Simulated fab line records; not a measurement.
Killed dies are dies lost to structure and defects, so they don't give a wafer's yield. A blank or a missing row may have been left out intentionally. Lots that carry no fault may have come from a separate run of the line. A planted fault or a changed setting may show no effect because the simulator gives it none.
A lot that was struck, set against a sound lot ; flow n5 finfet ; 15 out of 1938 route steps
Sound: wafers L480.1, L480.3, L480.6. Struck: wafer L475.3. (L475.1 of the same lot was not struck and is left out.) The cause comes at the end.
At each step with rows: each side's tool, then ch and its chambers, then its first start. Under that, the readings that differ: sound wafers ; struck wafers ; difference of the means ; sigmas: that difference in standard deviations of wafers without a fault.
alike: readings whose means differ by less than 2 such deviations, and words and numbers that are the same on both sides. not compared: withheld readings, readings that some wafer has no value for, bounds like >300 that may hide the same value, and numbers for which the record gives no deviation and whose values overlap.
Wherever a step has rows on one side only, a row that says differs or no value, or a row with sigmas, the two part there. Numbers that have no deviation but don't overlap get no sigmas and don't part them. A reading missing from all wafers of one side parts the sides only when that side holds two or more wafers.

first, 7 steps without rows for these wafers: N5_BEOL_M12_COAT_22 (resist thk 300 nm); N5_BEOL_M12_EBR_24; N5_BEOL_M12_SOFTBAKE_23 (time 60 s); N5_BEOL_M12_EXPOSE_25 (exposes mask M12); N5_BEOL_M12_PEB_26 (peb time 90 s); N5_BEOL_M12_DEVELOP_27 (develop time 45 s); N5_BEOL_M12_HARDBAKE_32 (time 120 s).
N5_BEOL_M12_CD_MEAS_28: target cd 160.2 nm.
  sound on cd sem-02 ch 0, day 15 14:12; struck on cd sem-02 ch 0, day 14 16:26
  alike: cd nm
N5_BEOL_M12_OVL_MEAS_29:
  sound on overlay-01 ch 0, day 15 14:14; struck on overlay-01 ch 0, day 14 16:28
reading;sound;struck;difference;sigmas
M12_OVL (nm);-11 -4 -18;3;+14;+2
N5_BEOL_M12_INSPECT_30: inspects for defects (macro).
  sound on defect inspect-01 at day 15 14:15; struck on defect inspect-02 at day 14 16:29
  alike: raw defect count
N5_BEOL_M12_DESCUM_33: chemistry O2, time 7.9 s.
  sound on rie diel-02 ch 0,1,2, day 15 14:25; struck on rie diel-04 ch 3, day 14 16:43
  alike: drypump motor current A, oes product au, rf fwd power W, rf vpp V, showerhead plenum p Torr, throttle valve pct
  not compared: rf hours counter h
N5_BEOL_M12_ETCH_67: etches SiARC in CF4, target depth 143 nm, time 238.3 s.
  sound on rie diel-02 ch 0,1,2, day 15 14:28; struck on rie diel-04 ch 3, day 14 16:44
reading;sound;struck;difference;sigmas
rf fwd power W (W);546.6 543.0 542.4;539.7;-4.3;-2
  alike: drypump motor current A, etch rf on time s, oes product au, rf vpp V, showerhead plenum p Torr, throttle valve pct
  not compared: rf hours counter h
N5_BEOL_M12_ETCH_68: etches SOC in N2/H2, time 285 s.
  sound on rie diel-02 ch 0,1,2, day 15 14:36; struck on rie diel-04 ch 3, day 14 16:53
reading;sound;struck;difference;sigmas
oes product au (a.u.);0.81 0.71 0.70;1.07;+0.33;+3
model.SiARC_of_BEOL_M12_COAT_66.thk nm (nm);85.8 86.2 86;77.8;-8.2;
  alike: drypump motor current A, rf fwd power W, rf vpp V, showerhead plenum p Torr, throttle valve pct
  not compared: rf hours counter h
then, 2 steps without rows for these wafers: N5_BEOL_M12_STRIP_69 (strips in N2/H2); N5_PASSIVATION_PROBE_49.

WHERE THEY PART
Last at N5_BEOL_M12_ETCH_68 as far as this record goes, first at N5_BEOL_M12_OVL_MEAS_29.

WHY: the cause the simulator had injected
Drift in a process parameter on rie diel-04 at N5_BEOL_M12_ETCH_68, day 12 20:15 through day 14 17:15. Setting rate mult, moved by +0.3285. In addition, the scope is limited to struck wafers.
